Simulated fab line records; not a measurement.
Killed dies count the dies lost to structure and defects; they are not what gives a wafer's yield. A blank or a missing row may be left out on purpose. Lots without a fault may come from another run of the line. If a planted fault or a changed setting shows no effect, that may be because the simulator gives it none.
Which of the tools did it? || flow nand-harc || 30 wafers from 10 lots sampled at 6 of the route's 1302 steps

== WHAT THE GAUGES SHOWED, per wafer ==
NHARC_P_M1_CD_MEAS_09: the cd target is 130 nm.
{"lot": "L103", "measured": "day 7 00:55", "on": "cd-sem-03", "cd-nm (nm)": "129.9 128.9 130.3"}
{"lot": "L104", "measured": "day 7 07:21", "on": "cd-sem-02", "cd-nm (nm)": "129.6 130.3 129.2"}
{"lot": "L108", "measured": "day 9 06:55", "on": "cd-sem-01", "cd-nm (nm)": "129.4 129.2 129.5"}
{"lot": "L109", "measured": "day 10 05:31", "on": "cd-sem-02", "cd-nm (nm)": "129.5 130.4 130.2"}
{"lot": "L110", "measured": "day 10 15:43", "on": "cd-sem-01", "cd-nm (nm)": "129.1 130.7 129.5"}
{"lot": "L114", "measured": "day 11 12:07", "on": "cd-sem-03", "cd-nm (nm)": "129.8 130.4 129.4"}
{"lot": "L117", "measured": "day 13 03:34", "on": "cd-sem-01", "cd-nm (nm)": "122.6 122.7 129.1"}
{"lot": "L119", "measured": "day 13 13:25", "on": "cd-sem-02", "cd-nm (nm)": "129.3 128.6 130.6"}
{"lot": "L120", "measured": "day 14 02:40", "on": "cd-sem-03", "cd-nm (nm)": "130.6 123.1 122.8"}
{"lot": "L123", "measured": "day 15 16:15", "on": "cd-sem-02", "cd-nm (nm)": "130.4 129.7 130.2"}

NHARC_END_SORT_01.
{"lot": "L120", "measured": "day 32 10:10", "on": "prober-01", "defect-limited-yield (%)": 91.3, "killed-at-array": 56, "killed-at-other": 0, "killed-at-periphery": 3, "killed-dies": 59, "killed-open": 0, "killed-short": 1}

== WHICH TOOL RAN EACH LOT (tool, then ch and the chambers of the sampled wafers, then the start) ==
{"lot": "L103", "NHARC_P_M0_ETCH_34": "rie-diel-03 ch 0,2,3, day 6 21:12", "NHARC_P_M1_PEB_07": "litho-track-01 ch 0, day 7 00:50", "NHARC_P_M1_STRIP_18": "rie-diel-08 ch 0,1,2, day 7 01:30", "NHARC_P_M1_ETCH_28": "rie-diel-08 ch 1,3, no start"}
{"lot": "L104", "NHARC_P_M0_ETCH_34": "rie-diel-02 ch 0,2,3, day 7 03:41", "NHARC_P_M1_PEB_07": "litho-track-04 ch 0, day 7 07:16", "NHARC_P_M1_STRIP_18": "rie-diel-05 ch 0,1,3, day 7 07:58", "NHARC_P_M1_ETCH_28": "rie-diel-05 ch 0,1,3, no start"}
{"lot": "L108", "NHARC_P_M0_ETCH_34": "rie-diel-02 ch 0,1, day 9 03:08", "NHARC_P_M1_PEB_07": "litho-track-06 ch 0, day 9 06:50", "NHARC_P_M1_STRIP_18": "rie-diel-09 ch 1,2,3, day 9 07:31", "NHARC_P_M1_ETCH_28": "rie-diel-09 ch 0,3, no start"}
{"lot": "L109", "NHARC_P_M0_ETCH_34": "rie-diel-10 ch 1,2, day 10 01:45", "NHARC_P_M1_PEB_07": "litho-track-04 ch 0, day 10 05:25", "NHARC_P_M1_STRIP_18": "rie-diel-08 ch 0,2,3, day 10 06:05", "NHARC_P_M1_ETCH_28": "rie-diel-08 ch 1,2,3, no start"}
{"lot": "L110", "NHARC_P_M0_ETCH_34": "rie-diel-02 ch 0,1,3, day 10 11:57", "NHARC_P_M1_PEB_07": "litho-track-01 ch 0, day 10 15:38", "NHARC_P_M1_STRIP_18": "rie-diel-09 ch 0,1,3, day 10 16:20", "NHARC_P_M1_ETCH_28": "rie-diel-09 ch 0,1,3, no start"}
{"lot": "L114", "NHARC_P_M0_ETCH_34": "rie-diel-03 ch 0,1,3, day 11 08:05", "NHARC_P_M1_PEB_07": "litho-track-06 ch 0, day 11 12:02", "NHARC_P_M1_STRIP_18": "rie-diel-09 ch 0,1,2, day 11 12:41", "NHARC_P_M1_ETCH_28": "rie-diel-09 ch 0,1,3, no start"}
{"lot": "L117", "NHARC_P_M0_ETCH_34": "rie-diel-02 ch 0,1,3, day 12 23:48", "NHARC_P_M1_PEB_07": "litho-track-01 ch 0, day 13 03:29", "NHARC_P_M1_STRIP_18": "rie-diel-08 ch 1,2, day 13 04:08", "NHARC_P_M1_ETCH_28": "rie-diel-08 ch 0,1,3, no start"}
{"lot": "L119", "NHARC_P_M0_ETCH_34": "rie-diel-02 ch 2,3, day 13 09:42", "NHARC_P_M1_PEB_07": "litho-track-06 ch 0, day 13 13:20", "NHARC_P_M1_STRIP_18": "rie-diel-09 ch 0,1,3, day 13 14:04", "NHARC_P_M1_ETCH_28": "rie-diel-09 ch 0,1,3, no start"}
{"lot": "L120", "NHARC_P_M0_ETCH_34": "rie-diel-02 ch 0,1,3, day 13 22:52", "NHARC_P_M1_PEB_07": "litho-track-01 ch 0, day 14 02:35", "NHARC_P_M1_STRIP_18": "rie-diel-05 ch 0,1,3, day 14 03:14", "NHARC_P_M1_ETCH_28": "rie-diel-05 ch 1,2,3, day 32 10:10 or earlier"}
{"lot": "L123", "NHARC_P_M0_ETCH_34": "rie-diel-02 ch 1,2,3, day 15 12:35", "NHARC_P_M1_PEB_07": "litho-track-04 ch 0, day 15 16:10", "NHARC_P_M1_STRIP_18": "rie-diel-05 ch 0,3, day 15 16:50", "NHARC_P_M1_ETCH_28": "rie-diel-05 ch 0,3, no start"}
- NHARC_P_M0_ETCH_34: etches the open film in N2/H2, target depth 40 nm, overetch 12 nm, time 43.94 s.
- NHARC_P_M1_PEB_07: peb time 65 s.
- NHARC_P_M1_STRIP_18: strips in N2/H2.
- NHARC_P_M1_ETCH_28: etches the open film in CF4/N2, target depth 30 nm, time 72.99 s.

== AS READ BY THE TOOLS THEMSELVES (means over the sampled wafers that have a number; for cases with no such wafer, the mark the record gives instead) ==
NHARC_P_M0_ETCH_34.
{"lot": "L103", "tool": "rie-diel-03", "bias-w (W)": 150.0, "drypump-motor-current-A (A)": 5.6, "n2-flow-sccm (sccm)": 150.0, "oes-product-au (a.u.)": 1.000, "rf-vpp-V (V)": 430.6, "showerhead-plenum-p-Torr (Torr)": 2.06, "throttle-valve-pct (%)": 14.178}
{"lot": "L104", "tool": "rie-diel-02", "bias-w (W)": 150.0, "drypump-motor-current-A (A)": 5.7, "n2-flow-sccm (sccm)": 150.4, "oes-product-au (a.u.)": 1.008, "rf-vpp-V (V)": 429.9, "showerhead-plenum-p-Torr (Torr)": 1.99, "throttle-valve-pct (%)": 14.173}
{"lot": "L108", "tool": "rie-diel-02", "bias-w (W)": 150.0, "drypump-motor-current-A (A)": 6.1, "n2-flow-sccm (sccm)": 150.3, "oes-product-au (a.u.)": 0.997, "rf-vpp-V (V)": 431.7, "showerhead-plenum-p-Torr (Torr)": 2.09, "throttle-valve-pct (%)": 14.180}
{"lot": "L109", "tool": "rie-diel-10", "bias-w (W)": 150.1, "drypump-motor-current-A (A)": 5.7, "n2-flow-sccm (sccm)": 150.0, "oes-product-au (a.u.)": 0.996, "rf-vpp-V (V)": 428.4, "showerhead-plenum-p-Torr (Torr)": 1.97, "throttle-valve-pct (%)": 14.179}
{"lot": "L110", "tool": "rie-diel-02", "bias-w (W)": 149.9, "drypump-motor-current-A (A)": 6.0, "n2-flow-sccm (sccm)": 149.8, "oes-product-au (a.u.)": 0.997, "rf-vpp-V (V)": 430.3, "showerhead-plenum-p-Torr (Torr)": 2.03, "throttle-valve-pct (%)": 14.178}
{"lot": "L114", "tool": "rie-diel-03", "bias-w (W)": 150.0, "drypump-motor-current-A (A)": 5.8, "n2-flow-sccm (sccm)": 149.7, "oes-product-au (a.u.)": 0.998, "rf-vpp-V (V)": 430.8, "showerhead-plenum-p-Torr (Torr)": 2.05, "throttle-valve-pct (%)": 14.169}
{"lot": "L117", "tool": "rie-diel-02", "bias-w (W)": 150.2, "drypump-motor-current-A (A)": 6.0, "n2-flow-sccm (sccm)": 149.4, "oes-product-au (a.u.)": 0.999, "rf-vpp-V (V)": 429.3, "showerhead-plenum-p-Torr (Torr)": 2.02, "throttle-valve-pct (%)": 14.172}
{"lot": "L119", "tool": "rie-diel-02", "bias-w (W)": 150.0, "drypump-motor-current-A (A)": 5.4, "n2-flow-sccm (sccm)": 149.9, "oes-product-au (a.u.)": 0.992, "rf-vpp-V (V)": 430.2, "showerhead-plenum-p-Torr (Torr)": 2.02, "throttle-valve-pct (%)": 14.166}
{"lot": "L120", "tool": "rie-diel-02", "bias-w (W)": 149.9, "drypump-motor-current-A (A)": 6.0, "n2-flow-sccm (sccm)": 149.8, "oes-product-au (a.u.)": 0.995, "rf-vpp-V (V)": 430.0, "showerhead-plenum-p-Torr (Torr)": 2.02, "throttle-valve-pct (%)": 14.172}
{"lot": "L123", "tool": "rie-diel-02", "bias-w (W)": 150.1, "drypump-motor-current-A (A)": 5.8, "n2-flow-sccm (sccm)": 149.6, "oes-product-au (a.u.)": 0.995, "rf-vpp-V (V)": 430.7, "showerhead-plenum-p-Torr (Torr)": 2.06, "throttle-valve-pct (%)": 14.167}

NHARC_P_M1_PEB_07.
{"lot": "L103", "tool": "litho-track-01", "heater-power-total-W (W)": 156.9, "plate-temp-C (C)": 100.02, "resist-line-temp-C (C)": 22.95}
{"lot": "L104", "tool": "litho-track-04", "heater-power-total-W (W)": 157.0, "plate-temp-C (C)": 100.07, "resist-line-temp-C (C)": 23.10}
{"lot": "L108", "tool": "litho-track-06", "heater-power-total-W (W)": 156.8, "plate-temp-C (C)": 99.90, "resist-line-temp-C (C)": 23.00}
{"lot": "L109", "tool": "litho-track-04", "heater-power-total-W (W)": 156.8, "plate-temp-C (C)": 99.99, "resist-line-temp-C (C)": 22.92}
{"lot": "L110", "tool": "litho-track-01", "heater-power-total-W (W)": 157.0, "plate-temp-C (C)": 100.11, "resist-line-temp-C (C)": 23.10}
{"lot": "L114", "tool": "litho-track-06", "heater-power-total-W (W)": 157.0, "plate-temp-C (C)": 99.95, "resist-line-temp-C (C)": 22.93}
{"lot": "L117", "tool": "litho-track-01", "heater-power-total-W (W)": 167.9, "plate-temp-C (C)": 99.69, "resist-line-temp-C (C)": 22.94}
{"lot": "L119", "tool": "litho-track-06", "heater-power-total-W (W)": 156.5, "plate-temp-C (C)": 99.99, "resist-line-temp-C (C)": 22.96}
{"lot": "L120", "tool": "litho-track-01", "heater-power-total-W (W)": 167.9, "plate-temp-C (C)": 99.99, "resist-line-temp-C (C)": 23.12}
{"lot": "L123", "tool": "litho-track-04", "heater-power-total-W (W)": 156.7, "plate-temp-C (C)": 100.10, "resist-line-temp-C (C)": 23.00}

NHARC_P_M1_STRIP_18.
{"lot": "L103", "tool": "rie-diel-08", "drypump-motor-current-A (A)": 5.9, "n2-flow-sccm (sccm)": 149.8, "oes-product-au (a.u.)": 1.002, "rf-vpp-V (V)": 91.8, "showerhead-plenum-p-Torr (Torr)": 2.15, "throttle-valve-pct (%)": 14.168}
{"lot": "L104", "tool": "rie-diel-05", "drypump-motor-current-A (A)": 5.2, "n2-flow-sccm (sccm)": 150.1, "oes-product-au (a.u.)": 1.001, "rf-vpp-V (V)": 91.7, "showerhead-plenum-p-Torr (Torr)": 2.07, "throttle-valve-pct (%)": 14.178}
{"lot": "L108", "tool": "rie-diel-09", "drypump-motor-current-A (A)": 5.7, "n2-flow-sccm (sccm)": 150.4, "oes-product-au (a.u.)": 0.997, "rf-vpp-V (V)": 90.5, "showerhead-plenum-p-Torr (Torr)": 2.12, "throttle-valve-pct (%)": 14.179}
{"lot": "L109", "tool": "rie-diel-08", "drypump-motor-current-A (A)": 6.0, "n2-flow-sccm (sccm)": 150.5, "oes-product-au (a.u.)": 1.006, "rf-vpp-V (V)": 90.1, "showerhead-plenum-p-Torr (Torr)": 2.07, "throttle-valve-pct (%)": 14.169}
{"lot": "L110", "tool": "rie-diel-09", "drypump-motor-current-A (A)": 5.7, "n2-flow-sccm (sccm)": 149.7, "oes-product-au (a.u.)": 0.996, "rf-vpp-V (V)": 90.7, "showerhead-plenum-p-Torr (Torr)": 2.08, "throttle-valve-pct (%)": 14.181}
{"lot": "L114", "tool": "rie-diel-09", "drypump-motor-current-A (A)": 6.1, "n2-flow-sccm (sccm)": 149.6, "oes-product-au (a.u.)": 1.001, "rf-vpp-V (V)": 90.7, "showerhead-plenum-p-Torr (Torr)": 2.08, "throttle-valve-pct (%)": 14.164}
{"lot": "L117", "tool": "rie-diel-08", "drypump-motor-current-A (A)": 5.9, "n2-flow-sccm (sccm)": 150.0, "oes-product-au (a.u.)": 1.005, "rf-vpp-V (V)": 90.6, "showerhead-plenum-p-Torr (Torr)": 2.12, "throttle-valve-pct (%)": 14.173}
{"lot": "L119", "tool": "rie-diel-09", "drypump-motor-current-A (A)": 5.8, "n2-flow-sccm (sccm)": 149.7, "oes-product-au (a.u.)": 0.995, "rf-vpp-V (V)": 91.4, "showerhead-plenum-p-Torr (Torr)": 2.08, "throttle-valve-pct (%)": 14.173}
{"lot": "L120", "tool": "rie-diel-05", "drypump-motor-current-A (A)": 5.2, "n2-flow-sccm (sccm)": 149.7, "oes-product-au (a.u.)": 1.009, "rf-vpp-V (V)": 90.5, "showerhead-plenum-p-Torr (Torr)": 2.06, "throttle-valve-pct (%)": 14.174}
{"lot": "L123", "tool": "rie-diel-05", "drypump-motor-current-A (A)": 5.0, "n2-flow-sccm (sccm)": 149.6, "oes-product-au (a.u.)": 0.998, "rf-vpp-V (V)": 90.5, "showerhead-plenum-p-Torr (Torr)": 2.05, "throttle-valve-pct (%)": 14.173}

NHARC_P_M1_ETCH_28.
{"lot": "L103", "tool": "rie-diel-08", "bias-w (W)": 100.1, "drypump-motor-current-A (A)": 6.0, "n2-flow-sccm (sccm)": 99.99, "oes-product-au (a.u.)": 0.989, "rf-vpp-V (V)": 314.9, "showerhead-plenum-p-Torr (Torr)": 2.66, "throttle-valve-pct (%)": 19.799}
{"lot": "L104", "tool": "rie-diel-05", "bias-w (W)": 99.8, "drypump-motor-current-A (A)": 5.2, "n2-flow-sccm (sccm)": 100.07, "oes-product-au (a.u.)": 1.002, "rf-vpp-V (V)": 314.9, "showerhead-plenum-p-Torr (Torr)": 2.66, "throttle-valve-pct (%)": 19.798}
{"lot": "L108", "tool": "rie-diel-09", "bias-w (W)": 99.8, "drypump-motor-current-A (A)": 5.8, "n2-flow-sccm (sccm)": 99.98, "oes-product-au (a.u.)": 0.990, "rf-vpp-V (V)": 315.4, "showerhead-plenum-p-Torr (Torr)": 2.71, "throttle-valve-pct (%)": 19.790}
{"lot": "L109", "tool": "rie-diel-08", "bias-w (W)": 99.8, "drypump-motor-current-A (A)": 6.0, "n2-flow-sccm (sccm)": 100.19, "oes-product-au (a.u.)": 0.990, "rf-vpp-V (V)": 314.5, "showerhead-plenum-p-Torr (Torr)": 2.65, "throttle-valve-pct (%)": 19.793}
{"lot": "L110", "tool": "rie-diel-09", "bias-w (W)": 99.9, "drypump-motor-current-A (A)": 5.8, "n2-flow-sccm (sccm)": 99.98, "oes-product-au (a.u.)": 0.996, "rf-vpp-V (V)": 314.8, "showerhead-plenum-p-Torr (Torr)": 2.67, "throttle-valve-pct (%)": 19.795}
{"lot": "L114", "tool": "rie-diel-09", "bias-w (W)": 100.1, "drypump-motor-current-A (A)": 5.7, "n2-flow-sccm (sccm)": 99.98, "oes-product-au (a.u.)": 1.009, "rf-vpp-V (V)": 315.2, "showerhead-plenum-p-Torr (Torr)": 2.67, "throttle-valve-pct (%)": 19.789}
{"lot": "L117", "tool": "rie-diel-08", "bias-w (W)": 99.8, "drypump-motor-current-A (A)": 6.0, "n2-flow-sccm (sccm)": 99.95, "oes-product-au (a.u.)": 0.998, "rf-vpp-V (V)": 314.8, "showerhead-plenum-p-Torr (Torr)": 2.65, "throttle-valve-pct (%)": 19.800}
{"lot": "L119", "tool": "rie-diel-09", "bias-w (W)": 99.5, "drypump-motor-current-A (A)": 5.8, "n2-flow-sccm (sccm)": 100.24, "oes-product-au (a.u.)": 1.000, "rf-vpp-V (V)": 314.7, "showerhead-plenum-p-Torr (Torr)": 2.67, "throttle-valve-pct (%)": 19.797}
{"lot": "L120", "tool": "rie-diel-05", "bias-w (W)": 99.8, "drypump-motor-current-A (A)": 5.6, "n2-flow-sccm (sccm)": 100.36, "oes-product-au (a.u.)": 1.004, "rf-vpp-V (V)": 316.6, "showerhead-plenum-p-Torr (Torr)": 2.74, "throttle-valve-pct (%)": 19.795}
{"lot": "L123", "tool": "rie-diel-05", "bias-w (W)": 100.0, "drypump-motor-current-A (A)": 5.0, "n2-flow-sccm (sccm)": 99.76, "oes-product-au (a.u.)": 1.002, "rf-vpp-V (V)": 313.6, "showerhead-plenum-p-Torr (Torr)": 2.64, "throttle-valve-pct (%)": 19.798}

== THE ANSWER, worked out from the rows above alone ==
Rule: the lots themselves supply what counts as usual. Put in order of their means at a reading, lots are off if they are a third of the lots or fewer, leave a main group of 4 or more, and stand apart from it by a gap of 3 or more times the standard deviation of the main group's means; of several such gaps the widest counts. The tables above print the reading to a certain number of digits; a main group whose means all agree to those digits is not used. Also off: a lot with no number at a reading for which 4 or more lots have one. Any other lot the step has rows for is counted as sound. Order of review: gauges by route order, followed by the tools' own readings, for which a lot's mean as printed above is used. At the first step where some lot is off, the reading lying furthest off is the one used; lots without a number count as furthest.
Off: L117, L120, at NHARC_P_M1_CD_MEAS_09 (cd-nm). The main group has a mean of 129.8 nm with a standard deviation of 0.23.
A tool fits if, at a process step before that reading, it ran every lot that is off, and no sound lot after the first of them. Not tried: the gauges at NHARC_P_M1_CD_MEAS_09; whatever is off there is also off at NHARC_P_M1_PEB_07, on other tools, and gauge error can't account for it. One candidate fits, namely litho-track-01 at NHARC_P_M1_PEB_07. A fault onset in the window from L110 (day 10 15:38, its last sound lot) to L117 (day 13 03:29, its first lot off) fits.
On the lots that are off, the tool's own readings at NHARC_P_M1_PEB_07 differ by more than 5 times the standard deviation of the sound lots' means, which bears it out; heater-power-total-W reads 167.9 W there versus 156.8 W on the sound lots.

== WHAT WAS PUT IN BY THE SIMULATOR ==
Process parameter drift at NHARC_P_M1_PEB_07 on litho-track-01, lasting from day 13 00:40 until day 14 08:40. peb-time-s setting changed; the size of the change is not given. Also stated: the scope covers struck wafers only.
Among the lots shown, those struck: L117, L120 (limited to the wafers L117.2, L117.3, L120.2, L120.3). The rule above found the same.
